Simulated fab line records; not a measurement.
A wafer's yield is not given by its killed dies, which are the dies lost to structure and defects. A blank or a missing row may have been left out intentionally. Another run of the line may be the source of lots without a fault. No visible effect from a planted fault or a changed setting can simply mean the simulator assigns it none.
fab line records	flow n5_finfet
record: lots: 7	wafers: 39
route steps=1938 shown BEOL_M0_SAQP@677 BEOL_M9@1446
start_h: the number of hours between the record's first day and the start of the first shown wafer of the lot	wait_h: hours from the lot's prior step to this one	" as in the row above	L1.1+2: several wafers, shown together as one row	- no value, or no start was given	* or withheld: withheld	< > ~ a bound
route shown NAME@n: a module of which the file shows steps, and the number in the route of the first	usual: mean and standard deviation over wafers with no fault	same: alike in all rows	chamber/n: place in a boat	sites: readings site by site	_std_site: standard deviation of those values	_edge_site: outer sites' mean less inner sites'	radius_mm: for every site, how far away it sits from the centre of the wafer	mask NAME#n: copy n	behind: tool/chamber where the wafer was last shaped	hold: reason for holding the lot/hours on hold/outcome of the hold	device: which transistor (n, p or np) failed to switch	end of line: tests run on the same wafers once the route is complete	for a step that has no rows: nothing shown but its recipe	killed: count of dies lost to structure and defects at first sort (not the wafer's yield)	map: per-die view of a wafer (x killed, . not killed, _ where there is no die)
set.NAME: setting as actually run; set.NAME@STEP: the setting as run at that earlier step	model.NAME: the simulator's own value behind a step, which no gauge read
lots run with intentionally changed settings; tables by step, rows by wafer
== steps ==
step: N5_BEOL_M0_SAQP_SPACER2_ETCHBACK_27
recipe: chemistry: CHF3/O2	mode: anisotropic_etchback	target: SiO2	target_depth_a: 225	time_s: 11.25	pressure_mtorr: 30	source_w: 650	bias_w: 170	Ar_flow_sccm: 200	CHF3_flow_sccm: 50	O2_flow_sccm: 5	ion_energy_ev: 200
lot.wafer	tool	chamber	start_h	wait_h	set.time_s
L078.1+2+3+4+5+6	rie_diel-04	3,2,0,1,3,0	135.33	0.3	11.25
L081.1+2+6	rie_diel-02	1,2,1	156.00	0.3	11.25
L081.3+4+5	"	3,0,0	"	"	4.677
L082.1+3+6	rie_diel-02	3,2,3	159.11	0.3	11.25
L082.2+4+5	"	0,1,0	"	"	15.8
L083.1+2+4	rie_diel-04	1,0,2	170.04	0.4	11.25
L083.3+5+6	"	3,1,2	"	"	17.2
L087.1+2+5	rie_diel-04	0,2,2	190.07	0.3	11.25
L090.1+2+5	rie_diel-02	2,3,0	216.00	0.3	4.752
L090.3+4+6	"	1,0,3	"	"	11.25
L093.1+4+6	rie_diel-01	1,2,1	230.06	0.3	13.52
L093.2+3+5	"	0,3,0	"	"	11.25
step: N5_BEOL_M0_SAQP_MANDREL2_REMOVE_110
recipe: chemistry: HBr/Cl2/O2	bt_time_s: 10	target: a-Si	stop_on: SiCN	endpoint: OES-SiCl	over_etch_frac: 1	icp_w: 600	bias_w: 30	HBr_flow_sccm: 150	Cl2_flow_sccm: 80	O2_flow_sccm: 5	pressure_mtorr: 10
usual: oes_product_au: 0.999/0.014
lot.wafer	tool	chamber	start_h	wait_h	set.time_s@BEOL_M0_SAQP_SPACER2_ETCHBACK_27	oes_product_au
L078.1	rie_si-05	0	135.41	0.1	11.25	0.995
L078.2	"	2	"	"	11.25	1.004
L078.3	"	3	"	"	11.25	1.025
L078.4	"	1	"	"	11.25	1.002
L078.5	"	0	"	"	11.25	0.999
L078.6	"	3	"	"	11.25	1.030
L081.1	rie_si-02	1	156.09	0.1	11.25	0.987
L081.2	"	0	"	"	11.25	0.982
L081.3	"	2	"	"	4.677	0.382
L081.4	"	3	"	"	4.677	0.380
L081.5	"	0	"	"	4.677	0.368
L081.6	"	1	"	"	11.25	0.988
L082.1	rie_si-04	2	159.20	0.1	11.25	0.997
L082.2	"	3	"	"	15.8	0.982
L082.3	"	0	"	"	11.25	0.973
L082.4	"	1	"	"	15.8	1.007
L082.5	"	3	"	"	15.8	0.983
L082.6	"	2	"	"	11.25	0.995
L083.1	rie_si-05	2	170.13	0.1	11.25	0.992
L083.2	"	1	"	"	11.25	1.009
L083.3	"	3	"	"	17.2	1.009
L083.4	"	0	"	"	11.25	0.995
L083.5	"	1	"	"	17.2	0.999
L083.6	"	2	"	"	17.2	0.997
L087.1	rie_si-02	3	190.16	0.1	11.25	0.994
L087.2	"	0	"	"	11.25	0.975
L087.5	"	0	"	"	11.25	0.979
L090.1	rie_si-05	2	216.09	0.1	4.752	0.369
L090.2	"	0	"	"	4.752	0.376
L090.3	"	3	"	"	11.25	1.024
L090.4	"	1	"	"	11.25	0.996
L090.5	"	3	"	"	4.752	0.386
L090.6	"	2	"	"	11.25	1.002
L093.1	rie_si-04	2	230.15	0.1	13.52	0.996
L093.2	"	1	"	"	11.25	1.016
L093.3	"	0	"	"	11.25	0.978
L093.4	"	3	"	"	13.52	0.985
L093.5	"	0	"	"	11.25	0.977
L093.6	"	1	"	"	13.52	1.012
step: N5_BEOL_M9_TRENCH_ETCH_37
recipe: chemistry: C4F6/O2	target_depth_a: 1514.3	target: SiCOH_lowk	time_s: 49	ion_energy_ev: 250	pressure_mtorr: 30	source_w: 345	bias_w: 185	Ar_flow_sccm: 300	C4F6_flow_sccm: 10	O2_flow_sccm: 10
lot.wafer	tool	chamber	start_h	wait_h	set.target_depth_a	model.BEOL_M9.feature_depth_nm	model.etch.depth_nm	model.TiN_of_BEOL_M9_HM_DEP_02.thk_nm
L078.1	rie_diel-04	0	-	-	1514.3	153	153	15.6
L078.2	"	1	"	"	2288	228.8	228.9	13.6
L078.3	"	3	"	"	1514.3	152.2	152.2	15.6
L078.4	"	2	"	"	2288	221.8	221.8	14
L078.5	"	1	"	"	1514.3	152.8	152.7	16
L078.6	"	0	"	"	2288	228.2	228.2	13.8
L082.1	rie_diel-04	0	-	-	1514.3	151.8	151.7	15.4
L082.2	"	3	"	"	1865	186.6	186.6	14.8
L082.3	"	1	"	"	1865	188.6	188.5	14.6
L082.4	"	2	"	"	1865	182.8	182.7	14.6
L082.5	"	2	"	"	1514.3	148.6	148.7	15.6
L082.6	"	1	"	"	1514.3	153	153	15.4
L081.1	rie_diel-01	0	-	-	1514.3	151	151.1	16
L081.2	"	2	"	"	1186	117.8	117.8	17
L081.3	"	1	"	"	1186	119.8	119.7	16.8
L081.4	"	3	"	"	1514.3	148.2	148.3	16
L081.5	"	1	"	"	1186	120.2	120.2	16.8
L081.6	"	0	"	"	1514.3	150	150	16
L083.1	rie_diel-04	3	-	-	1514.3	150.6	150.5	15.4
L083.2	"	2	"	"	974.9	95.2	95.29	17
L083.3	"	1	"	"	974.9	97.2	97.28	17.2
L083.4	"	0	"	"	1514.3	152.4	152.4	15.4
L083.5	"	0	"	"	974.9	98.8	98.88	17
L083.6	"	1	"	"	1514.3	152.4	152.3	15.4
L087.1	rie_diel-01	3	-	-	1514.3	150	150	15.4
L087.2	"	0	"	"	1514.3	150.6	150.7	15.6
L087.5	"	0	"	"	1514.3	152.8	152.7	15.6
L090.1	rie_diel-04	0	-	-	2294	229.4	229.5	13.8
L090.2	"	3	"	"	1514.3	152	151.9	16.2
L090.3	"	1	"	"	2294	233.4	233.5	13.8
L090.4	"	1	"	"	1514.3	152.2	152.2	16
L090.5	"	3	"	"	1514.3	149.4	149.4	16.2
L090.6	"	0	"	"	2294	228.6	228.6	14
L093.1	rie_diel-04	0	-	-	1514.3	150.8	150.9	15.6
L093.2	"	2	"	"	2390	233.4	233.4	13.4
L093.3	"	3	"	"	1514.3	149.6	149.7	15.8
L093.4	"	1	"	"	2390	240.2	240.1	13
L093.5	"	3	"	"	2390	237.2	237.2	13.2
L093.6	"	0	"	"	1514.3	150	150.1	15.8
step: N5_BEOL_M9_ETCH_41
recipe: chemistry: CH3F/O2	target: SiCN	target_depth_a: 366	taper_deg: 2	time_s: 70.1	ion_energy_ev: 120	mask_material: TiN	pressure_mtorr: 30	source_w: 395	bias_w: 75	Ar_flow_sccm: 150	CH3F_flow_sccm: 30	O2_flow_sccm: 20
step: N5_BEOL_M9_STRIP_80
recipe: chemistry: N2/H2	time_s: 10	power_w: 450	temp_c: 40	pressure_mtorr: 20	rf_frequency_hz: 6e+07	bias_power_w: 7	n2_flow_sccm: 200	h2_flow_sccm: 200
step: N5_BEOL_M9_OCD_MEAS_38
usual: trench_depth_nm: 151.1/1.9
lot.wafer	tool	chamber	start_h	wait_h	set.target_depth_a@BEOL_M9_TRENCH_ETCH_37	trench_depth_nm
L078.1	ocd-01	-	268.69	-	1514.3	153.1
L078.2	"	-	"	"	2288	229.0
L078.3	"	-	"	"	1514.3	152.5
L078.4	"	-	"	"	2288	220.8
L078.5	"	-	"	"	1514.3	152.9
L078.6	"	-	"	"	2288	228.5
L082.1	ocd-02	-	277.38	-	1514.3	151.6
L082.2	"	-	"	"	1865	186.8
L082.3	"	-	"	"	1865	188.5
L082.4	"	-	"	"	1865	182.5
L082.5	"	-	"	"	1514.3	148.7
L082.6	"	-	"	"	1514.3	153.1
L081.1	ocd-01	-	277.51	-	1514.3	151.7
L081.2	"	-	"	"	1186	117.6
L081.3	"	-	"	"	1186	119.9
L081.4	"	-	"	"	1514.3	148.3
L081.5	"	-	"	"	1186	120.9
L081.6	"	-	"	"	1514.3	149.7
L083.1	ocd-02	-	306.50	-	1514.3	150.0
L083.2	"	-	"	"	974.9	95.4
L083.3	"	-	"	"	974.9	97.4
L083.4	"	-	"	"	1514.3	152.2
L083.5	"	-	"	"	974.9	98.9
L083.6	"	-	"	"	1514.3	152.6
L087.1	ocd-02	-	330.08	-	1514.3	149.6
L087.2	"	-	"	"	1514.3	151.0
L087.5	"	-	"	"	1514.3	152.8
L090.1	ocd-01	-	380.10	-	2294	229.8
L090.2	"	-	"	"	1514.3	151.8
L090.3	"	-	"	"	2294	233.7
L090.4	"	-	"	"	1514.3	152.7
L090.5	"	-	"	"	1514.3	149.3
L090.6	"	-	"	"	2294	228.3
L093.1	ocd-01	-	391.98	-	1514.3	151.2
L093.2	"	-	"	"	2390	233.1
L093.3	"	-	"	"	1514.3	149.5
L093.4	"	-	"	"	2390	240.4
L093.5	"	-	"	"	2390	237.1
L093.6	"	-	"	"	1514.3	149.6
step: N5_BEOL_M9_HM_STRIP_39
recipe: chemistry: peroxide_tin_strip	material: TiN	target_depth_a: 250	temp_c: 50	time_s: 158
step: N5_BEOL_M9_SRD_40
recipe: time_s: 30	temp_c: 23	rinse_liquid: diw	dry: ipa_marangoni
step: N5_BEOL_M9_ECD_50
recipe: material: Cu	target_thk_a: 3180
step: N5_BEOL_M9_ANNEAL_51
recipe: temp_c: 225	time_s: 90	ambient: N2
step: N5_BEOL_M9_CMP_52
recipe: stop_on: SiCOH_lowk	t_overpolish_s: 7	down_force_psi: 1	platen_rpm: 50	clearing_platen_down_force_psi: 1.5	clearing_platen_rpm: 50	post_cmp_clean: cu_alkaline	target_thk_nm: 140	clearing_platen_pad_velocity_m_s: 0.99484	pad_velocity_m_s: 0.99484
lot.wafer	tool	chamber	start_h	wait_h	set.target_depth_a@BEOL_M9_TRENCH_ETCH_37	model.Cu_of_BEOL_M9_ECD_50.thk_nm
L078.3	cmp-03	0	270.61	0.2	1514.3	142.2
L078.1	"	1	"	"	1514.3	141.8
L078.2	"	2	"	"	2288	218.2
L078.4	"	3	"	"	2288	210.6
L078.5	"	0	"	"	1514.3	142
L078.6	"	1	"	"	2288	215.8
L081.3	cmp-03	3	279.32	0.2	1186	108
L081.2	"	0	"	"	1186	105.8
L081.1	"	1	"	"	1514.3	139
L081.4	"	2	"	"	1514.3	135.6
L081.6	"	3	"	"	1514.3	138.6
L081.5	"	0	"	"	1186	108.4
L082.4	cmp-02	1	279.75	0.1	1865	171
L082.3	"	2	"	"	1865	177.8
L082.1	"	3	"	"	1514.3	139.8
L082.2	"	0	"	"	1865	174.8
L082.5	"	1	"	"	1514.3	136.8
L082.6	"	2	"	"	1514.3	140.2
L083.4	cmp-02	1	309.71	0.3	1514.3	139.6
L083.2	"	2	"	"	974.9	83
L083.3	"	3	"	"	974.9	85.2
L083.1	"	0	"	"	1514.3	138.4
L083.6	"	1	"	"	1514.3	140.6
L083.5	"	2	"	"	974.9	85.4
L087.2	cmp-03	1	334.25	0.2	1514.3	140
L087.1	"	2	"	"	1514.3	138.4
L087.5	"	1	"	"	1514.3	142.4
L090.1	cmp-03	3	383.18	0.3	2294	218.4
L090.4	"	0	"	"	1514.3	140.6
L090.2	"	1	"	"	1514.3	140.2
L090.3	"	2	"	"	2294	223.6
L090.5	"	3	"	"	1514.3	137.2
L090.6	"	0	"	"	2294	218.2
L093.1	cmp-02	3	395.62	0.3	1514.3	140
L093.4	"	0	"	"	2390	228.8
L093.3	"	1	"	"	1514.3	138.8
L093.2	"	2	"	"	2390	222.4
L093.6	"	3	"	"	1514.3	137.6
L093.5	"	0	"	"	2390	226.4
step: N5_BEOL_M9_THK_MEAS_53
recipe: thk_meas_gauge: xrf	reads: Cu_of_BEOL_M9_ECD_50
usual: M9_THK: 139.7/2.2
lot.wafer	tool	chamber	start_h	wait_h	set.target_depth_a@BEOL_M9_TRENCH_ETCH_37	M9_THK[nm]
L078.1	film_metro-02	-	270.91	-	1514.3	141.1
L078.2	"	-	"	"	2288	217.6
L078.3	"	-	"	"	1514.3	141.9
L078.4	"	-	"	"	2288	209.3
L078.5	"	-	"	"	1514.3	141.8
L078.6	"	-	"	"	2288	215.5
L081.1	film_metro-01	-	279.61	-	1514.3	140.8
L081.2	"	-	"	"	1186	106.9
L081.3	"	-	"	"	1186	108.8
L081.4	"	-	"	"	1514.3	136.7
L081.5	"	-	"	"	1186	109.3
L081.6	"	-	"	"	1514.3	140.2
L082.1	film_metro-02	-	280.05	-	1514.3	140.0
L082.2	"	-	"	"	1865	175.1
L082.3	"	-	"	"	1865	177.8
L082.4	"	-	"	"	1865	171.1
L082.5	"	-	"	"	1514.3	136.4
L082.6	"	-	"	"	1514.3	140.1
L083.1	film_metro-02	-	310.00	-	1514.3	140.8
L083.2	"	-	"	"	974.9	83.9
L083.3	"	-	"	"	974.9	86.1
L083.4	"	-	"	"	1514.3	140.9
L083.5	"	-	"	"	974.9	86.2
L083.6	"	-	"	"	1514.3	142.5
L087.1	film_metro-01	-	334.51	-	1514.3	139.3
L087.2	"	-	"	"	1514.3	140.7
L087.5	"	-	"	"	1514.3	142.8
L090.1	film_metro-01	-	383.47	-	2294	219.3
L090.2	"	-	"	"	1514.3	141.4
L090.3	"	-	"	"	2294	224.4
L090.4	"	-	"	"	1514.3	141.5
L090.5	"	-	"	"	1514.3	137.8
L090.6	"	-	"	"	2294	219.6
L093.1	film_metro-02	-	395.91	-	1514.3	139.6
L093.2	"	-	"	"	2390	221.3
L093.3	"	-	"	"	1514.3	138.1
L093.4	"	-	"	"	2390	227.0
L093.5	"	-	"	"	2390	225.2
L093.6	"	-	"	"	1514.3	137.1
step: N5_BEOL_M9_PRE_CLEAN_55
recipe: gas: NH3	time_s: 15	temp_c: withheld	rf_power_w: 300
step: N5_BEOL_M9_DEP_56
recipe: material: SiCN	target_thk_a: 150	temp_c: withheld	precursor: 3MS/NH3	pressure_torr: 3	rf_w: 202	time_s: 26.5
step: N5_BEOL_M9_RS_MEAS_57
recipe: thk_meas_gauge: four-point-probe	reads: Cu_of_BEOL_M9_ECD_50+Co_of_BEOL_M9_CVD_78+TaN_of_BEOL_M9_ALD_74
usual: M9_RS: 0.1518/0.0025
lot.wafer	tool	chamber	start_h	wait_h	set.target_depth_a@BEOL_M9_TRENCH_ETCH_37	M9_RS[ohm/sq]
L078.1	film_metro-01	-	271.04	0.1	1514.3	0.1485
L078.2	"	-	"	"	2288	0.0934
L078.3	"	-	"	"	1514.3	0.1481
L078.4	"	-	"	"	2288	0.0971
L078.5	"	-	"	"	1514.3	0.1486
L078.6	"	-	"	"	2288	0.0945
L081.1	film_metro-01	-	279.78	0.1	1514.3	0.1519
L081.2	"	-	"	"	1186	0.2064
L081.3	"	-	"	"	1186	0.2017
L081.4	"	-	"	"	1514.3	0.1563
L081.5	"	-	"	"	1186	0.2007
L081.6	"	-	"	"	1514.3	0.1524
L082.1	film_metro-02	-	280.18	0.1	1514.3	0.1509
L082.2	"	-	"	"	1865	0.1178
L082.3	"	-	"	"	1865	0.1163
L082.4	"	-	"	"	1865	0.1211
L082.5	"	-	"	"	1514.3	0.1548
L082.6	"	-	"	"	1514.3	0.1506
L083.1	film_metro-02	-	310.14	0.1	1514.3	0.1522
L083.2	"	-	"	"	974.9	0.2724
L083.3	"	-	"	"	974.9	0.2641
L083.4	"	-	"	"	1514.3	0.1511
L083.5	"	-	"	"	974.9	0.2634
L083.6	"	-	"	"	1514.3	0.1499
L087.1	film_metro-02	-	334.65	0.1	1514.3	0.1525
L087.2	"	-	"	"	1514.3	0.1502
L087.5	"	-	"	"	1514.3	0.1478
L090.1	film_metro-01	-	383.64	0.1	2294	0.0933
L090.2	"	-	"	"	1514.3	0.1506
L090.3	"	-	"	"	2294	0.0910
L090.4	"	-	"	"	1514.3	0.1502
L090.5	"	-	"	"	1514.3	0.1542
L090.6	"	-	"	"	2294	0.0934
L093.1	film_metro-02	-	396.04	0.1	1514.3	0.1507
L093.2	"	-	"	"	2390	0.0911
L093.3	"	-	"	"	1514.3	0.1521
L093.4	"	-	"	"	2390	0.0885
L093.5	"	-	"	"	2390	0.0897
L093.6	"	-	"	"	1514.3	0.1533
== key ==
split: step: N5_BEOL_M0_SAQP_SPACER2_ETCHBACK_27	setting: time_s	stated: 11.25	by: wafer
response: step: N5_BEOL_M0_SAQP_MANDREL2_REMOVE_110	reading: oes_product_au	shape: bent	at_lowest: 0.376	at_stated: 0.996	at_highest: 1.002
split: step: N5_BEOL_M9_TRENCH_ETCH_37	setting: target_depth_a	stated: 1514.3	by: wafer
response: step: N5_BEOL_M9_TRENCH_ETCH_37	reading: model.BEOL_M9.feature_depth_nm	change: +1.5	per: 1%	r: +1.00
response: step: N5_BEOL_M9_TRENCH_ETCH_37	reading: model.etch.depth_nm	change: +1.5	per: 1%	r: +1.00
response: step: N5_BEOL_M9_TRENCH_ETCH_37	reading: model.TiN_of_BEOL_M9_HM_DEP_02.thk_nm	change: -0.0422	per: 1%	r: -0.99
response: step: N5_BEOL_M9_OCD_MEAS_38	reading: trench_depth_nm	change: +1.49	per: 1%	r: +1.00
response: step: N5_BEOL_M9_CMP_52	reading: model.Cu_of_BEOL_M9_ECD_50.thk_nm	change: +1.5	per: 1%	r: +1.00
response: step: N5_BEOL_M9_THK_MEAS_53	reading: M9_THK	change: +1.5	per: 1%	r: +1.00
response: step: N5_BEOL_M9_RS_MEAS_57	reading: M9_RS	shape: bent	at_lowest: 0.2666	at_stated: 0.1513	at_highest: 0.0898
